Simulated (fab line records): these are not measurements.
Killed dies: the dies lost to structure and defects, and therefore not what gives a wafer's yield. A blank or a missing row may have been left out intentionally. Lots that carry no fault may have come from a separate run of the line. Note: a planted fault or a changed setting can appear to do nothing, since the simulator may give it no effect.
A struck lot beside a sound one	flow nandHarc	15 steps out of a route of 1159
Sound: these wafers, L347.1, L347.2, L347.5. Struck: wafer L359.6 (L359.1, L359.4, from the same lot, were not struck and are left out); the cause is given at the end.
Order at every step that has rows: each side's tool, ch and its chambers, its first start. Under that, the readings that differ: sound wafers	struck wafers	difference of the means	sigmas: that difference in standard deviations of wafers without a fault.
alike: readings with means less than 2 such deviations apart, plus words and numbers identical on both sides. not compared: withheld readings, readings lacking a value on some wafer, bounds such as >300 that could conceal the same value, and numbers that have no deviation in the record and whose values overlap.
Wherever a step has rows on one side only, a row that says differs or no value, or a row with sigmas, the two part there. Numbers that have no deviation but don't overlap get no sigmas and don't part them. A reading that every wafer of one side lacks parts them only if that side has two wafers or more.

first, 7 steps without rows for these wafers: NHARC_A_CONTACT_COAT_87 (time 65 s); NHARC_A_CONTACT_COAT_02 (resist thk 90 nm); NHARC_A_CONTACT_SOFTBAKE_03 (time 55 s); NHARC_A_CONTACT_EBR_04; NHARC_A_CONTACT_EXPOSE_05 (exposes mask A CC); NHARC_A_CONTACT_PEB_06 (peb time 65 s); NHARC_A_CONTACT_DEVELOP_07 (develop time 35 s).
NHARC_A_CONTACT_CD_MEAS_08 targets a cd of 100 nm.
  sound on cdSem-03 ch 0, day 18 14:50; struck on cdSem-02 ch 0, day 21 17:19
  alike: cdNm
NHARC_A_CONTACT_OVL_MEAS_09:
  sound on overlay-02 at day 18 14:56; struck on overlay-02 at day 21 17:25
  alike: overlayXNm, overlayYNm
NHARC_A_CONTACT_INSPECT_10:
  sound on defectInspect-02 at day 18 14:58; struck on defectInspect-02 at day 21 17:26
reading	sound	struck	difference	sigmas
rawDefectCount	11 13 16	52	+39	+3
NHARC_A_CONTACT_DESCUM_13: chemistry O2, time 3 s.
  sound on rieDiel-07 ch 0,2,3, day 18 15:03; struck on rieDiel-07 ch 0, day 21 17:35
  alike: drypumpMotorCurrentA, oesProductAu, rfVppV, showerheadPlenumPTorr, throttleValvePct
  not compared: rfHoursCounterH
NHARC_A_CONTACT_ETCH_88: etches the open film in CF4, target depth 39 nm, time 65 s.
  sound on rieDiel-07 ch 1,2,3, day 18 15:08; struck on rieDiel-07 ch 3, day 21 17:41
  alike: drypumpMotorCurrentA, oesProductAu, rfVppV, runLengthS, showerheadPlenumPTorr, throttleValvePct
  not compared: rfHoursCounterH
NHARC_A_CONTACT_ETCH_89: etches the open film in N2/H2, target depth 260 nm, time 475.3 s.
  sound on rieDiel-07 ch 0,2, day 18 15:14; struck on rieDiel-07 ch 0, day 21 17:51
reading	sound	struck	difference	sigmas
runLengthS (s)	496.7 496.3 496.2	380.4	-116.0	-99 or more
  alike: drypumpMotorCurrentA, oesProductAu, rfVppV, showerheadPlenumPTorr, throttleValvePct
  not compared: rfHoursCounterH
NHARC_A_CONTACT_ETCH_30: etches the open film in CF4/CHF3, target depth 60.5 nm, time 30.2 s.
  sound on rieDiel-07 ch 0,1,3; struck on rieDiel-07 ch 1
  alike: drypumpMotorCurrentA, oesProductAu, rfVppV, runLengthS, showerheadPlenumPTorr, throttleValvePct
  not compared: rfHoursCounterH
-- record jumps: 3 days between struck wafers' starts before vs after; left off in module A_CONTACT, resumes in module END, first step shown is number 1159 of the route --
NHARC_END_SORT_01:
  at this point the record logs the struck wafers (prober-01 ch 0, day 24 08:19) and has no rows for the sound ones

== WHERE THEY PART ==
Last at NHARC_END_SORT_01 as far as this record goes, first at NHARC_A_CONTACT_INSPECT_10.

WHY: whatever the simulator had introduced
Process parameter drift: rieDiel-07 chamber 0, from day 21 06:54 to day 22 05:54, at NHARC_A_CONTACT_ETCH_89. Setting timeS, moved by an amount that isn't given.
